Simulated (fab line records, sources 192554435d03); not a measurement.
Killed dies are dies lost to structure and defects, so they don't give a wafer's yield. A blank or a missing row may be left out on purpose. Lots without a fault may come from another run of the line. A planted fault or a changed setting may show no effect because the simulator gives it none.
fab line records | flow n5_finfet
record lots=5 wafers=15 last_day=17
route steps=1938 shown MIM_TOP_LITHO@1841 MIM_TOP_ETCH@1851 MIM_BOT_LITHO@1854 PASSIVATION@1936
lots that met no fault: from a run of the same line without faults
start_h: hours from the record's first day to the start of the lot's first wafer shown | wait_h: hours since the lot's step before | " the same as in the row above | L1.1+2: a row that stands for several wafers | - no value, or no start given | * or withheld: withheld | < > ~ a bound
route shown NAME@n: a module of which the file shows steps, and the number in the route of the first | usual: mean/standard deviation of fault-free wafers | same: alike in all rows | chamber/n: place in a boat | sites: the reading at each site | _std_site: their standard deviation | _edge_site: outer sites' mean less inner sites' | radius_mm: how far each site lies from the wafer's centre | mask NAME#n: copy n | behind: the tool/chamber that last shaped the wafer | hold: why the lot was held/for how many hours/how that ended | device: the transistor (n, p or np) that didn't switch | end of line: the same wafers' tests at the end of the route | a step without rows: its recipe alone | killed: dies lost to structure and defects at the first sort, not the wafer's yield | map: a wafer's dies, x killed, . not, _ none there
set.NAME: the setting as run; set.NAME@STEP: as run at that earlier step | model.NAME: the simulator's own value behind a step, which no gauge read
lots at some steps of the route; a table a step, a row a wafer
services: from which hour (start_h, from the record's first day; less than 0 if before it) a tool's chamber was out of use, for how many hours, and why
## steps
# step N5_MIM_TOP_LITHO_EBR_04
# recipe solvent=PGMEA ebr_width_mm=1.5
# step N5_MIM_TOP_LITHO_SOFTBAKE_03
# recipe temp_c=100 time_s=90
# step N5_MIM_TOP_LITHO_EXPOSE_05
# recipe mask_id=MIM_TOP na=0.55 source_shape=conventional sigma_outer=0.8 polarization=unpolarized target_cd_nm=2000 dose_mj=20.5
# step N5_MIM_TOP_LITHO_PEB_06
# recipe peb_temp_c=withheld peb_time_s=*
# step N5_MIM_TOP_LITHO_DEVELOP_07
# recipe develop_time_s=60 rinse_liquid=diw dry=air_spin dev_temp_c=21
# step N5_MIM_TOP_LITHO_HARDBAKE_09
# recipe temp_c=130 time_s=120
# step N5_MIM_TOP_LITHO_CD_MEAS_08
# recipe target_cd_nm=2000 landing_energy_ev=500 detector=se_inlens
# usual cd_nm=2000.7/2.3
# columns lot.wafer tool chamber start_h wait_h cd_nm
L841.2 cd_sem-02 0 264.30 - 2000.1
L841.3 " 0 " " 1999.4
L841.6 " 0 " " 2001.2
L845.1 cd_sem-03 0 299.44 - 2002.3
L845.3 " 0 " " 1997.2
L845.5 " 0 " " 1995.3
L852.1 cd_sem-02 0 345.06 - 1996.9
L852.3 " 0 " " 2002.8
L852.4 " 0 " " 2000.2
L857.3 cd_sem-03 0 362.49 - 1999.3
L857.4 " 0 " " 1993.7
L857.5 " 0 " " 1998.0
L863.3 cd_sem-01 0 394.25 - 2002.5
L863.4 " 0 " " 2001.0
L863.5 " 0 " " 2001.2
# step N5_MIM_TOP_LITHO_OVL_MEAS_11
# recipe points_per_wafer=44
# usual MIM_TOP_OVL=2/5.3
# columns lot.wafer tool chamber start_h wait_h MIM_TOP_OVL[nm]
L841.2 overlay-02 0 264.33 0.0 2
L841.3 " 0 " " 2
L841.6 " 0 " " -5
L845.1 overlay-01 0 299.47 0.0 10
L845.3 " 0 " " 5
L845.5 " 0 " " 2
L852.1 overlay-02 0 345.10 0.0 -6
L852.3 " 0 " " -1
L852.4 " 0 " " 9
L857.3 overlay-02 0 362.52 0.0 -3
L857.4 " 0 " " 3
L857.5 " 0 " " 8
L863.3 overlay-02 0 394.28 0.0 4
L863.4 " 0 " " -5
L863.5 " 0 " " 10
# step N5_MIM_TOP_LITHO_INSPECT_12
# recipe mode=adi inspect_instrument=macro
# usual raw_defect_count=2.1/1.5
# columns lot.wafer tool chamber start_h wait_h raw_defect_count
L841.2 defect_inspect-02 - 264.36 0.0 1
L841.3 " - " " 1
L841.6 " - " " 1
L845.1 defect_inspect-01 - 299.49 0.0 2
L845.3 " - " " 2
L845.5 " - " " 1
L852.1 defect_inspect-01 - 345.12 0.0 0
L852.3 " - " " 1
L852.4 " - " " 3
L857.3 defect_inspect-01 - 362.54 0.0 3
L857.4 " - " " 1
L857.5 " - " " 0
L863.3 defect_inspect-01 - 394.31 0.0 3
L863.4 " - " " 2
L863.5 " - " " 3
# step N5_MIM_TOP_LITHO_DESCUM_10
# recipe chemistry=O2 time_s=7.9 source_power_w=50 bias_power_w=20 pressure_mtorr=20 rf_frequency_hz=2.712e+07 temp_c=40 o2_flow_sccm=225
# usual drypump_motor_current_A=5.69/0.3 oes_product_au=0.80/0.079 rf_vpp_V=243.4/1.2 showerhead_plenum_p_Torr=2.10/0.055 throttle_valve_pct=20.4/0.31
# columns lot.wafer tool chamber start_h wait_h drypump_motor_current_A oes_product_au rf_hours_counter_h rf_vpp_V showerhead_plenum_p_Torr throttle_valve_pct
L841.2 rie_diel-04 1 264.42 0.1 5.39 0.67 240 242.4 2.07 20.4
L841.3 " 3 " " 6.15 0.76 110 241.8 2.02 20.3
L841.6 " 1 " " 5.41 0.67 - 241.4 2.07 20.4
L845.1 rie_diel-06 1 299.53 0.0 5.93 0.91 24 244.9 2.11 20.2
L845.3 " 2 " " 5.66 0.78 130 242.1 2.09 20.6
L845.5 " 2 " " 5.66 0.78 - 242.9 2.09 20.6
L852.1 rie_diel-06 1 345.24 0.1 5.92 0.88 40 244.7 2.11 20.2
L852.3 " 2 " " 5.66 0.76 146 242.2 2.08 20.6
L852.4 " 3 " " 6.07 0.76 158 242.6 2.09 20.3
L857.3 rie_diel-01 3 362.58 0.0 5.50 0.77 137 241.2 2.10 20.7
L857.4 " 0 " " 5.14 0.78 103 243.3 2.12 20.5
L857.5 " 1 " " 5.57 0.97 - 244.9 2.15 20.6
L863.3 rie_diel-04 2 394.78 0.5 5.47 0.95 11 243.6 2.10 19.6
L863.4 " 1 " " 5.43 0.89 24 241.8 2.06 20.1
L863.5 " 2 " " 5.45 0.95 - 243.1 2.10 19.6
# step N5_MIM_TOP_ETCH_ETCH_00
# recipe chemistry=Cl2/BCl3 target=TiN target_depth_a=385 ion_energy_ev=150 pressure_mtorr=10 icp_w=1000 bias_w=126 Cl2_flow_sccm=53.25 bcl3_flow_sccm=21.75 Ar_flow_sccm=25
# usual drypump_motor_current_A=5.6/0.35 oes_product_au=0.82/0.037 throttle_valve_pct=22.85/0.17
# columns lot.wafer tool chamber start_h wait_h drypump_motor_current_A oes_product_au rf_hours_counter_h throttle_valve_pct
L841.2 rie_metal-01 0 264.58 0.1 6.3 0.82 - 22.65
L841.3 " 0 " " 6.3 0.83 - 22.66
L841.6 " 0 " " 6.3 0.82 - 22.65
L845.1 rie_metal-02 1 299.61 0.1 5.6 0.76 52 22.72
L845.3 " 0 " " 5.4 0.83 - 22.83
L845.5 " 1 " " 5.6 0.76 - 22.70
L852.1 rie_metal-03 1 345.32 0.1 5.5 0.84 27 23.13
L852.3 " 1 " " 5.5 0.83 - 23.13
L852.4 " 0 " " 5.2 0.85 - 22.77
L857.3 rie_metal-03 0 362.70 0.1 5.2 0.84 - 22.76
L857.4 " 1 " " 5.5 0.83 - 23.12
L857.5 " 0 " " 5.2 0.85 - 22.76
L863.3 rie_metal-03 1 394.91 0.1 5.5 0.82 - 23.14
L863.4 " 0 " " 5.2 0.83 - 22.76
L863.5 " 1 " " 5.6 0.81 - 23.15
# step N5_MIM_TOP_ETCH_STRIP_01
# recipe chemistry=O2 power_w=600 temp_c=60 pressure_mtorr=30 rf_frequency_hz=6e+07 bias_power_w=0 overash_fraction=0.5 o2_flow_sccm=225
# usual drypump_motor_current_A=5.8/0.49 oes_product_au=0.78/0.078 rf_vpp_V=3.5/1.4 showerhead_plenum_p_Torr=2.09/0.047 throttle_valve_pct=16.64/0.26
# columns lot.wafer tool chamber start_h wait_h drypump_motor_current_A oes_product_au rf_hours_counter_h rf_vpp_V showerhead_plenum_p_Torr throttle_valve_pct
L841.2 rie_diel-02 2 264.81 0.2 6.4 0.70 187 2.8 2.12 17.04
L841.3 " 3 " " 5.4 0.72 187 4.9 2.08 16.97
L841.6 " 3 " " 5.4 0.73 - 2.7 2.08 16.97
L845.1 rie_diel-05 3 299.76 0.1 6.4 0.81 121 3.8 2.04 16.98
L845.3 " 2 " " 5.9 0.77 140 3.3 2.11 16.52
L845.5 " 1 " " 5.6 0.71 - 3.0 2.15 16.58
L852.1 rie_diel-05 2 345.46 0.1 5.9 0.73 154 4.5 2.11 16.58
L852.3 " 3 " " 6.4 0.78 135 2.3 2.04 16.99
L852.4 " 1 " " 5.6 0.71 217 3.5 2.15 16.64
L857.3 rie_diel-02 0 362.80 0.1 5.4 0.81 103 4.2 2.06 16.40
L857.4 " 2 " " 6.5 0.68 217 3.4 2.11 17.11
L857.5 " 0 " " 5.4 0.81 - 3.1 2.06 16.39
L863.3 rie_diel-02 1 395.01 0.1 5.7 0.74 156 5.5 2.00 16.65
L863.4 " 1 " " 5.7 0.74 - 6.1 2.00 16.61
L863.5 " 3 " " 5.4 0.71 - 3.7 2.07 17.00
# step N5_MIM_TOP_ETCH_PECVD_03
# recipe material=SiNx target_thk_a=200 temp_c=400 precursor=SiH4/NH3/N2 pressure_torr=1.5 rf_w=300 time_s=17.6
# usual heater_power_w=822/110 showerhead_plenum_p_Torr=5.14/0.12 throttle_valve_pct=38.9/2
# columns lot.wafer tool chamber start_h wait_h heater_power_w showerhead_plenum_p_Torr throttle_valve_pct
L841.2 pecvd-01 1 264.87 - 940 5.02 38.9
L841.3 " 0 " " 798 5.28 39.9
L841.6 " 0 " " 777 5.30 39.9
L845.1 pecvd-03 2 299.82 - 716 5.17 37.6
L845.3 " 0 " " 790 5.19 37.1
L845.5 " 0 " " 785 5.20 37.5
L852.1 pecvd-03 1 345.53 - 879 5.27 40.6
L852.3 " 0 " " 715 5.21 37.1
L852.4 " 0 " " 711 5.20 37.3
L857.3 pecvd-01 0 362.87 - 800 5.28 40.4
L857.4 " 1 " " 963 5.03 38.8
L857.5 " 2 " " 822 4.95 37.0
L863.3 pecvd-02 1 395.07 - 646 5.11 42.1
L863.4 " 2 " " 874 5.16 36.6
L863.5 " 0 " " 798 5.16 42.6
# step N5_MIM_BOT_LITHO_HMDS_01
# recipe time_s=60 temp_c=120
# step N5_MIM_BOT_LITHO_COAT_02
# recipe spin_rpm=* resist_thk_nm=*
# step N5_MIM_BOT_LITHO_EBR_04
# recipe solvent=PGMEA ebr_width_mm=1.5
# step N5_MIM_BOT_LITHO_SOFTBAKE_03
# recipe temp_c=100 time_s=90
# step N5_MIM_BOT_LITHO_EXPOSE_05
# recipe mask_id=MIM_BOT na=0.55 source_shape=conventional sigma_outer=0.8 polarization=unpolarized dose_mj=24.25
# step N5_MIM_BOT_LITHO_PEB_06
# recipe peb_temp_c=withheld peb_time_s=*
# step N5_MIM_BOT_LITHO_DEVELOP_07
# recipe develop_time_s=60 rinse_liquid=diw dry=air_spin dev_temp_c=21
# step N5_MIM_BOT_LITHO_HARDBAKE_09
# recipe temp_c=130 time_s=120
# step N5_MIM_BOT_LITHO_CD_MEAS_08
# recipe target_cd_nm=3000 landing_energy_ev=500 detector=se_inlens polarity=opening
# usual cd_nm=3001.4/2.3
# columns lot.wafer tool chamber start_h wait_h cd_nm
L841.2 cd_sem-02 0 265.43 - 3001.3
L841.3 " 0 " " 2999.3
L841.6 " 0 " " 2999.2
L845.1 cd_sem-02 0 300.18 - 3001.2
L845.3 " 0 " " 3003.0
L845.5 " 0 " " 2997.5
L852.1 cd_sem-02 0 346.01 - 3003.8
L852.3 " 0 " " 3004.2
L852.4 " 0 " " 2999.6
L857.3 cd_sem-02 0 363.23 - 2996.3
L857.4 " 0 " " 2997.0
L857.5 " 0 " " 3001.8
L863.3 cd_sem-03 0 395.43 - 3000.6
L863.4 " 0 " " 2999.1
L863.5 " 0 " " 3001.3
# step N5_MIM_BOT_LITHO_OVL_MEAS_11
# recipe points_per_wafer=44
# usual MIM_BOT_OVL=1/5.6
# columns lot.wafer tool chamber start_h wait_h MIM_BOT_OVL[nm]
L841.2 overlay-01 0 265.46 0.0 -6
L841.3 " 0 " " 6
L841.6 " 0 " " -4
L845.1 overlay-01 0 300.21 0.0 -3
L845.3 " 0 " " -3
L845.5 " 0 " " 4
L852.1 overlay-02 0 346.05 0.0 -10
L852.3 " 0 " " -7
L852.4 " 0 " " 2
L857.3 overlay-02 0 363.25 0.0 -1
L857.4 " 0 " " 2
L857.5 " 0 " " 12
L863.3 overlay-01 0 395.46 0.0 2
L863.4 " 0 " " -10
L863.5 " 0 " " -13
# step N5_MIM_BOT_LITHO_INSPECT_12
# recipe mode=adi inspect_instrument=macro
# usual raw_defect_count=2.1/1.5
# columns lot.wafer tool chamber start_h wait_h raw_defect_count
L841.2 defect_inspect-01 - 265.48 0.0 0
L841.3 " - " " 1
L841.6 " - " " 0
L845.1 defect_inspect-01 - 300.23 0.0 0
L845.3 " - " " 0
L845.5 " - " " 1
L852.1 defect_inspect-01 - 346.08 0.0 >300
L852.3 " - " " 2
L852.4 " - " " 3
L857.3 defect_inspect-02 - 363.28 0.0 4
L857.4 " - " " 0
L857.5 " - " " 2
L863.3 defect_inspect-02 - 395.48 0.0 3
L863.4 " - " " 0
L863.5 " - " " 4
# step N5_MIM_BOT_LITHO_DESCUM_10
# recipe chemistry=O2 time_s=7.9 source_power_w=50 bias_power_w=20 pressure_mtorr=20 rf_frequency_hz=2.712e+07 temp_c=40 o2_flow_sccm=225
# usual drypump_motor_current_A=5.72/0.29 oes_product_au=0.81/0.077 rf_vpp_V=243.3/1.1 showerhead_plenum_p_Torr=2.09/0.055 throttle_valve_pct=20.33/0.29
# columns lot.wafer tool chamber start_h wait_h drypump_motor_current_A oes_product_au rf_hours_counter_h rf_vpp_V showerhead_plenum_p_Torr throttle_valve_pct
L841.2 rie_diel-06 1 265.64 0.2 5.93 0.95 11 243.3 2.12 20.15
L841.3 " 3 " " 6.06 0.79 131 242.4 2.10 20.29
L841.6 " 1 " " 5.93 0.96 - 244.7 2.12 20.15
L845.1 rie_diel-04 3 300.27 0.0 6.13 0.76 123 243.6 2.02 20.34
L845.3 " 0 " " 6.19 0.82 81 243.0 2.12 20.28
L845.5 " 3 " " 6.16 0.75 - 243.0 2.02 20.33
L852.1 rie_diel-06 1 346.11 0.0 5.92 0.89 41 245.3 2.11 20.18
L852.3 " 2 " " 5.63 0.77 146 243.4 2.08 20.58
L852.4 " 0 " " 5.57 0.76 110 242.8 1.99 19.89
L857.3 rie_diel-01 2 363.63 0.4 5.83 0.84 57 244.5 2.20 20.59
L857.4 " 0 " " 5.14 0.79 104 243.0 2.12 20.49
L857.5 " 1 " " 5.56 0.97 - 243.7 2.15 20.60
L863.3 rie_diel-01 1 395.55 0.1 5.55 0.92 - 242.9 2.15 20.60
L863.4 " 3 " " 5.49 0.76 - 244.6 2.10 20.74
L863.5 " 1 " " 5.56 0.93 - 244.6 2.15 20.62
# step N5_PASSIVATION_PROBE_49
# usual defect_limited_yield=91.4/1.6 killed_at_M0_to_M3=35/10 killed_at_M4_up=12/4.7 killed_at_contacts=12/5.8 killed_at_front_end=38/12 killed_at_other=4/3.2 killed_dies=102/18 killed_on_rim=13/4.2 killed_open=68/14 killed_short=32/8 sort_bin_5_function=5.1/0.96 sort_bin_6_memory=3.2/0.77 sort_n_pass=1078/20 sort_yield_pct=91.3/1.7
# same gross_dies=1180 killed_at_back_side=0 sort_bin_4_leakage[%]=0 sort_bin_8_speed[%]=0
# columns lot.wafer tool chamber start_h wait_h defect_limited_yield[%] killed_at_M0_to_M3 killed_at_M4_up killed_at_contacts killed_at_front_end killed_at_other killed_dies killed_on_rim killed_open killed_short sort_bin_5_function[%] sort_bin_6_memory[%] sort_n_pass sort_yield_pct[%]
L852.1 prober-02 - 358.35 0.0 85.8 40 13 15 43 57 168 31 67 35 7.3 4.9 1012 85.8
L852.3 prober-02 - 358.45 0.1 93.1 24 6 13 35 4 82 9 59 23 4.2 2.5 1098 93.1
L857.3 prober-01 - 374.04 0.1 91.6 26 6 20 41 6 99 15 66 33 4.7 3.5 1081 91.6
L857.4 prober-01 - 374.09 0.2 93.6 26 4 1 33 11 75 9 44 31 3.1 2.9 1105 93.6
L857.5 prober-01 - 374.14 0.2 90.4 57 16 7 31 2 113 19 69 44 5.2 4.0 1067 90.4
# killed by level:class
L852.1 MIM_TOP_ETCH:unspecified=54 MOL_CONTACT_COAG:geometric_particle:open=14 FIN_SAQP:geometric_particle:open=12 HKMG_FIN:area_etch=11 BEOL_M0_SAQP:geometric_particle:short=10 BEOL_M2:geometric_particle:open=9 BEOL_M0_SAQP:geometric_particle:open=6 BEOL_M2:geometric_particle:short=5
L852.3 FIN_SAQP:geometric_particle:open=13 MOL_CONTACT_COAG:geometric_particle:open=11 FIN_SAQP:geometric_particle:short=6 BEOL_M1:geometric_particle:open=6 BEOL_M2:geometric_particle:open=6 DUMMY_GATE:geometric_particle:open=3 BEOL_M0_SAQP:geometric_particle:open=3 BEOL_M3:geometric_particle:open=3
L857.3 MOL_CONTACT_COAG:geometric_particle:open=18 STI_FIN_REVEAL:geometric_particle:open=10 BEOL_M0_SAQP:geometric_particle:short=10 FIN_SAQP:geometric_particle:open=9 STI_FIN_REVEAL:geometric_particle:short=6 BEOL_M0_SAQP:geometric_particle:open=6 FIN_SAQP:geometric_particle:short=3 GATE_CUT:geometric_particle:short=3
L857.4 STI_FIN_REVEAL:geometric_particle:open=12 FIN_SAQP:geometric_particle:open=7 BEOL_M0_SAQP:geometric_particle:short=7 FIN_SAQP:geometric_particle:short=5 BEOL_M1:geometric_particle:open=5 PASS1_CAP:geometric_particle:short=5 BEOL_M0_SAQP:geometric_particle:open=4 STI_FIN_REVEAL:geometric_particle:short=3
L857.5 BEOL_M0_SAQP:geometric_particle:open=12 BEOL_M0_SAQP:geometric_particle:short=12 BEOL_M1:geometric_particle:open=11 FIN_SAQP:geometric_particle:open=6 BEOL_M2:geometric_particle:open=6 FIN_SAQP:geometric_particle:short=5 BEOL_M1:geometric_particle:short=5 GATE_CUT:geometric_particle:short=4
# map L852.1 (x killed, . not)
_________________.xxx...x...x________________
______________..x.............xx_____________
___________..x................xxxxx__________
__________....x..............xxxxxxx_________
________xx...................xxxxxxxxx_______
_______.........x.........x...xxxxxxxxx______
______..x...x...........x.x..x.xx.xxxxxx_____
_____...............x.x..x.....xxxxxxxxxx____
____......x.......................xx..x...___
___..x.xxx.....x.....x...x.x..x...xxx.x....__
___.x..xxx.x...xx..x......x.....x..x.......__
__.................xx..........x...x..x.x..._
__........xx..x.....................x......._
_.......xx.....x.x....x..........x.......x...
_........................x...................
_.....x....x.....xx...................x..xxx.
_............................................
_.....................xx.........x.x.........
_.......x........x...........x...............
_.................x............x.x...x.......
_x.........x...........x........x............
__............x...........x................._
__......................x.....x............._
___....x...........................x.......__
___..............x.x..x....................__
____...x...........x......................___
_____............................x......x____
______...........xx............x........_____
_______..............x.......x....x....______
________.....x.....x.....x............_______
__________.........................._________
___________x....x.......x..x.......__________
______________........x........._____________
_________________x......x....________________
# map L845.1 (x killed, . not)
_________________........x...________________
______________.........x.x......_____________
___________..x.............x.......__________
__________....x...x..x.....xx.x....._________
________.............................._______
_______......x...x.............xx...x..______
______..x.x....x.x.........x....x......x_____
_____.....................x...x..x.....x.____
____...x.x.......x.....x........x........x___
___.....x....................x.............__
___x...xx.x.......x...............xx.....x.__
__.............................x..x........._
__.x.........xx............................._
_....x.x...............................x.....
_x...............x.x..........x..............
_......x.........x...xx.....x................
_................x..x....x............x....x.
_........xx......x.....................x.....
_..........x......x..........x...........x...
_....x.x.......x....................x........
_..................x...x...x.....x....x......
__................x...x......x.x............_
__.....x...xx..........x.....x.....x........_
___.x.x..xx.x............x......x..........__
___..x...x....x....................x.......__
____.....x.x...x.x.....xx..........x......___
_____................x...................____
______..x....x.........................._____
_______....x.....x.................x..x______
________.....x........................_______
__________.........x................_________
___________.x................x.....__________
______________.......xx........._____________
_________________x...........________________
## services
# columns tool chamber start_h hours kind
rie_diel-06 3 242.09 1.5 repair
rie_diel-06 0 242.48 1.3 repair
rie_metal-02 1 247.14 1.0 repair
rie_diel-02 - 249.58 2.8 pm
pecvd-02 0 251.39 5.1 repair
rie_metal-01 1 257.34 21.6 repair
rie_metal-03 1 268.52 2.2 repair
rie_metal-01 0 268.57 3.3 repair
rie_diel-04 0 276.72 15.8 repair
rie_metal-02 0 277.96 4.4 repair
rie_diel-04 3 290.02 5.1 repair
rie_diel-04 2 293.54 9.1 repair
pecvd-01 - 297.19 1.4 repair
rie_diel-04 1 302.68 - clean
rie_diel-04 1 302.68 - consumable_replace:focus_ring
rie_diel-04 1 302.68 12.8 scheduled_down
rie_diel-04 1 302.68 12.8 vent_cycle
pecvd-01 1 314.37 13.0 repair
rie_diel-04 3 327.77 1.6 repair
rie_metal-02 1 338.72 3.2 repair
rie_diel-05 2 348.81 20.3 repair
rie_diel-01 2 366.86 2.7 repair
rie_diel-01 0 392.70 7.0 repair
rie_diel-01 2 393.83 4.5 repair
## key
first_sign step=N5_MIM_BOT_LITHO_INSPECT_12 reading=raw_defect_count direction=up sigmas=99+ usual=2.1 struck=>300
effect step=N5_PASSIVATION_PROBE_49 reading=killed_at_other direction=up sigmas=16 usual=4 struck=57
more_kills_born_at N5_MIM_TOP_ETCH_PECVD_03@pecvd-03=54
met_at N5_MIM_TOP_ETCH_PECVD_03
struck_wafers L852.1
baseline_loss step=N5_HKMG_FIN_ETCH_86 wafers=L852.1
fault kind=chamber_particle_source tool=pecvd-03 chamber=1 onset_h=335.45 steps=N5_MIM_TOP_ETCH_PECVD_03 rate_per_visit_cm2=0.55154 end_h=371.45
# baseline_loss: these wafers lose ten dies or more at that step, a loss of the line's own and not of a fault; the sort's usual values leave them out
